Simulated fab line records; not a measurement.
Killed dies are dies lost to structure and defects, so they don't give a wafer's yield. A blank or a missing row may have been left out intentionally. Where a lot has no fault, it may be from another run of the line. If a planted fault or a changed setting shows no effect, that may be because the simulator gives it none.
The tool behind it: which one? ; flow n5Finfet ; 11 lots, 30 wafers sampled, at 5 steps of a route of 1938

WHAT EACH GAUGE READ, for each wafer
N5_BEOL_M4_RC_MEAS_101. Usual: DIBL_N 36.5 mV/V, standard deviation 1.4; DIBL_P 36.6 mV/V, standard deviation 1.9; IOFF_N 0.167 nA/um, standard deviation 0.029; IOFF_P 0.21 nA/um, standard deviation 0.033; IOFF_P_85C 3.7 nA/um, standard deviation 0.48; IOFF_P_LIN 0.100 nA/um, standard deviation 0.013; ION_N 674 uA/um, standard deviation 12; ION_P 460 uA/um, standard deviation 8.9; REXT_P 100.2 ohm.um, standard deviation 1.8; SS_N 71.6 mV/dec, standard deviation 0.57; SS_P 73.4 mV/dec, standard deviation 0.61; VT_N 249 mV, standard deviation 3.3; VT_P -250 mV, standard deviation 3.3; VT_P_LVT -99 mV, standard deviation 3.4.
lot;measured;on;DIBL_N (mV/V);DIBL_P (mV/V);IOFF_N (nA/um);IOFF_P (nA/um);IOFF_P_85C (nA/um);IOFF_P_LIN (nA/um);ION_N (uA/um);ION_P (uA/um);REXT_P (ohm.um);SS_N (mV/dec);SS_P (mV/dec);VT_N (mV);VT_P (mV);VT_P_LVT (mV);flag
L818;day 8 10:10;prober-01;33.5 36.6 33.2;31.3 35.8 31.9;0.126 0.180 0.119;0.18 0.25 0.18;3.2 4.2 3.2;0.093 0.119 0.092;677 694 671;470 480 460;102.3 100.4 101.6;70.3 71.8 70.9;72.9 73.1 72.5;250 245 252;-249 -247 -250;-99 -93 -98;
L820;day 8 10:22;prober-02;36.0 34.5 38.5;36.0 33.9 39.2;0.160 0.134 0.214;0.20 0.18 0.26;3.5 3.1 4.3;0.094 0.084 0.113;664 657 674;454 450 459;100.1 100.3 99.5;71.5 71.3 72.6;73.9 73.7 74.7;250 252 244;-252 -256 -247;-102 -103 -98;
L821;day 8 13:14;prober-02;36.0 34.5 36.4;37.2 34.3 36.9;0.162 0.130 0.145;0.23 0.19 0.22;3.8 3.3 3.7;0.106 0.094 0.101;693 667 659;478 460 457;98.6 101.6 100.8;71.3 71.4 72.1;72.9 72.8 73.6;252 253 252;-252 -250 -250;-98 -102 -100;
L823;day 9 04:07;prober-01;35.8 35.5 37.0;34.7 34.8 36.7;0.145 0.150 0.172;0.19 0.20 0.23;3.4 3.6 3.9;0.094 0.099 0.106;660 681 667;451 465 460;101.0 99.9 100.7;71.2 71.0 70.9;73.5 73.2 73.8;249 250 248;-251 -249 -248;-101 -99 -98;
L825;day 9 18:33;prober-01;36.1 34.1 37.8;36.2 34.4 38.3;0.176 0.137 0.221;0.26 0.23 0.30;4.4 4.0 4.9;0.127 0.116 0.138;697 680 711;483 475 487;102.6 102.4 103.6;71.6 70.8 72.2;73.3 73.2 74.0;245 249 242;-244 -244 -242;-91 -92 -90;
L830;day 11 02:14;prober-02;38.6 37.4;40.1 36.5;0.216 0.170;0.23 0.17;4.1 3.2;0.102 0.081;691 667;465 449;95.8 95.7;72.2 72.1;74.6 73.5;244 249;-252 -255;-100 -103;
L831;day 11 21:37;prober-02;36.3 36.7 35.4;35.4 35.9 33.3;0.172 0.179 0.136;0.21 0.22 0.17;3.7 3.8 3.2;0.101 0.102 0.086;667 674 656;456 460 450;100.7 101.2 101.2;71.7 71.3 71.5;74.1 74.2 72.9;248 249 255;-250 -250 -254;-98 -98 -100;
L832;day 11 23:48;prober-02;38.3 39.2 35.4;39.6 40.3 35.6;0.211 0.215 0.146;0.29 0.29 0.21;4.9 4.9 3.7;0.123 0.123 0.098;697 685 673;479 469 468;101.7 101.5 102.2;71.4 72.0 71.3;73.7 74.0 72.5;248 246 249;-245 -244 -250;-95 -94 -98;
L833;day 12 01:44;prober-01;37.8 36.9 35.8;38.8 37.7 36.3;0.196 0.180 0.148;0.22 0.21 0.19;3.9 3.8 3.5;0.103 0.101 0.095;677 685 670;460 464 461;101.6 101.2 99.5;71.7 71.3 71.3;73.6 73.5 73.9;245 247 249;-248 -250 -252;-99 -101 -101;
L834;day 12 04:33;prober-01;36.4 40.3;42.9 39.6;0.127 0.217;0.36 0.22;5.6 3.7;0.148 0.097;656 674;480 453;86.7 99.7;71.0 72.3;74.3 74.0;255 245;-243 -252;-92 -101;OFF
L835;day 12 05:22;prober-02;35.6 37.4;42.8 37.4;0.135 0.164;0.36 0.20;5.8 3.5;0.155 0.092;662 674;482 454;88.7 100.7;71.4 72.3;73.7 72.9;255 251;-241 -255;-88 -100;OFF

TOOL THAT RAN EACH LOT (tool first, then ch and the chambers of the sampled wafers, then the start)
lot;N5_SD_EPI_N_LINER_46;N5_BEOL_M4_SPUTTER_88;N5_BEOL_M4_ANNEAL_93;N5_BEOL_M4_SPUTTER_96
L818;aldSin-01 ch 1,2,3, day 3 05:32;pvdSputter-01, day 8 08:01;pvdSputter-01, day 8 08:32;pvdSputter-01, day 8 08:54
L820;aldSin-04 ch 0,1,2, day 3 17:08;pvdSputter-02, day 8 08:23;pvdSputter-02, day 8 08:55;pvdSputter-02, day 8 09:16
L821;aldSin-03 ch 0,1,3, day 3 23:50;pvdSputter-03, day 8 11:16;pvdSputter-03, day 8 11:47;pvdSputter-03, day 8 12:08
L823;aldSin-01 ch 1,2, day 4 10:12;pvdSputter-01, day 9 01:49;pvdSputter-01, day 9 02:20;pvdSputter-01, day 9 02:42
L825;aldSin-01 ch 0,2,3, day 4 21:28;pvdSputter-02, day 9 16:16;pvdSputter-02, day 9 16:47;pvdSputter-02, day 9 17:08
L830;aldSin-01 ch 1,3, day 6 14:41;pvdSputter-03, day 11 00:07;pvdSputter-03, day 11 00:38;pvdSputter-03, day 11 00:59
L831;aldSin-01 ch 0,2,3, day 6 18:28;pvdSputter-01, day 11 18:48;pvdSputter-01, day 11 19:19;pvdSputter-01, day 11 19:41
L832;aldSin-01 ch 2,3, day 6 21:58;pvdSputter-03, day 11 21:40;pvdSputter-03, day 11 22:11;pvdSputter-03, day 11 22:33
L833;aldSin-04 ch 0,2,3, day 7 02:37;pvdSputter-03, day 11 23:38;pvdSputter-03, day 12 00:09;pvdSputter-03, day 12 00:31
L834;aldSin-01 ch 2, day 7 13:12;pvdSputter-02, day 12 02:24;pvdSputter-02, day 12 02:55;pvdSputter-02, day 12 03:17
L835;aldSin-01 ch 3, day 7 15:59;pvdSputter-03, day 12 03:09;pvdSputter-03, day 12 03:40;pvdSputter-03, day 12 04:02
- N5_SD_EPI_N_LINER_46: material SiNx, target thk 3 nm.
- N5_BEOL_M4_SPUTTER_88: material Cu, target thk 4.5 nm, time 8.29 s.
- N5_BEOL_M4_ANNEAL_93: time 240 s.
- N5_BEOL_M4_SPUTTER_96: material Cu, target thk 4.5 nm, time 8.29 s.

AS READ BY THE TOOLS THEMSELVES (means over the sampled wafers that have a number; for cases with no such wafer, the mark the record gives instead)
N5_SD_EPI_N_LINER_46. Usual: heaterPowerW 831 W, standard deviation 120.
lot;tool;heaterPowerW (W);flag
L818;aldSin-01;898;
L820;aldSin-04;876;
L821;aldSin-03;778;
L823;aldSin-01;844;
L825;aldSin-01;917;
L830;aldSin-01;868;
L831;aldSin-01;908;
L832;aldSin-01;987;
L833;aldSin-04;840;
L834;aldSin-01;998;
L835;aldSin-01;965;

N5_BEOL_M4_SPUTTER_88. Usual: chuckSensorTempC -16.0 C, standard deviation 0.45; throttleValvePct 30.0 %, standard deviation 1.2.
lot;tool;chuckSensorTempC (C);throttleValvePct (%);flag
L818;pvdSputter-01;-15.8;29.6;
L820;pvdSputter-02;-16.0;29.6;
L821;pvdSputter-03;-15.9;30.1;
L823;pvdSputter-01;-16.1;29.9;
L825;pvdSputter-02;-15.6;29.3;
L830;pvdSputter-03;-16.1;29.6;
L831;pvdSputter-01;-16.6;29.8;
L832;pvdSputter-03;-16.0;30.2;
L833;pvdSputter-03;-16.1;29.1;
L834;pvdSputter-02;-15.8;29.2;
L835;pvdSputter-03;-15.9;29.6;

N5_BEOL_M4_ANNEAL_93. Usual: heaterPowerW 868 W, standard deviation 44.
lot;tool;heaterPowerW (W);flag
L818;pvdSputter-01;877;
L820;pvdSputter-02;882;
L821;pvdSputter-03;860;
L823;pvdSputter-01;877;
L825;pvdSputter-02;852;
L830;pvdSputter-03;892;
L831;pvdSputter-01;919;
L832;pvdSputter-03;861;
L833;pvdSputter-03;831;
L834;pvdSputter-02;871;
L835;pvdSputter-03;890;

N5_BEOL_M4_SPUTTER_96. Usual: chuckSensorTempC -16.0 C, standard deviation 0.47; throttleValvePct 30.0 %, standard deviation 1.2.
lot;tool;chuckSensorTempC (C);throttleValvePct (%);flag
L818;pvdSputter-01;-15.8;29.4;
L820;pvdSputter-02;-16.0;29.4;
L821;pvdSputter-03;-15.9;30.0;
L823;pvdSputter-01;-16.0;29.8;
L825;pvdSputter-02;-15.6;29.4;
L830;pvdSputter-03;-16.2;29.7;
L831;pvdSputter-01;-16.6;29.8;
L832;pvdSputter-03;-16.0;30.2;
L833;pvdSputter-03;-16.2;29.0;
L834;pvdSputter-02;-15.7;29.2;
L835;pvdSputter-03;-16.2;29.6;

THE ANSWER, worked out from the rows above alone
Rule: take the mean of a lot's wafers that have a number; if it is more than 3 standard deviations from the usual mean, the lot is off. Also off: a lot with no number at a reading for which 4 or more lots have one. Where the step has rows for the other lots, those lots are counted as sound. First the gauges in route order, then the tools' own readings, where a lot's mean is used as printed above. The first step at which some lot is off is used, and at that step the reading that is off furthest; a lot without a number counts as furthest.
Off: L834, L835, at N5_BEOL_M4_RC_MEAS_101 (REXT_P).
A tool fits if, at a process step before that reading, it ran every lot that is off, and no sound lot after the first of them. Those tools and the gauges at N5_BEOL_M4_RC_MEAS_101 are tried in the same way. One candidate fits, namely aldSin-01 at N5_SD_EPI_N_LINER_46. Its last sound lot is L832 (day 6 21:58), its first lot that is off L834 (day 7 13:12): a fault that began between those two fits.

WHAT THE SIMULATOR HAD PUT IN
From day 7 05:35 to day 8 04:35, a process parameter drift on aldSin-01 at N5_SD_EPI_N_LINER_46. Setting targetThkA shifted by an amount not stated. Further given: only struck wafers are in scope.
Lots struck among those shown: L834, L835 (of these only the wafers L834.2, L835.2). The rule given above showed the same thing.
